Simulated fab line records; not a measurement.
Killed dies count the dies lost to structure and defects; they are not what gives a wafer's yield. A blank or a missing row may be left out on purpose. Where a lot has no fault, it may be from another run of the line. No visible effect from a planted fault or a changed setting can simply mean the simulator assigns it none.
Chamber matching    flow n5_finfet    rie_diel-06 running N5_BEOL_M6_STRIP_19: 4 sister chambers
The step strips in O2. 4 wafers are shown with their chamber, then 9 later ones without.

== WAFERS WITH THEIR CHAMBER ==
wafer   chamber  showerhead_plenum_p_Torr (Torr)
L090.4  3        2.06
L091.4  0        2.04
L093.5  1        2.14
L093.6  2        2.03

== WAFERS WHOSE CHAMBER IS MISSING ==
wafer   showerhead_plenum_p_Torr (Torr)
L094.2  2.05
L094.3  2.14
L094.4  2.02
L095.3  2.05
L095.5  2.02
L095.6  2.14
L097.2  2.05
L097.4  2.02
L097.5  2.05

== EACH ONE'S CHAMBER ==
wafer   from the rows above           in truth
L094.2  can't be placed: 0 or 3 or 2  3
L094.3  1                             1
L094.4  can't be placed: 2 or 0       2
L095.3  can't be placed: 0 or 3 or 2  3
L095.5  can't be placed: 2 or 0       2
L095.6  1                             1
L097.2  can't be placed: 0 or 3 or 2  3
L097.4  can't be placed: 2 or 0       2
L097.5  can't be placed: 0 or 3 or 2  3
Correct placement for 2 of the 9. These rows do not allow placing 7 (true chamber among the candidates in 7). Number placed wrongly: 0.
How it was worked out, from the rows above alone: a wafer's distance from a chamber is the root of the sum, over the readings, of the square of ((its reading less the chamber's mean) divided by the reading's scatter). If the next closest chamber is less than 2 further off than the closest, the wafer can't be placed; otherwise it belongs to the closest. Each chamber's mean is taken over the wafers shown for it. The scatter (one wafer shown for each chamber): square how far every hidden wafer sits from the nearest shown wafer, average those squares and take the square root.
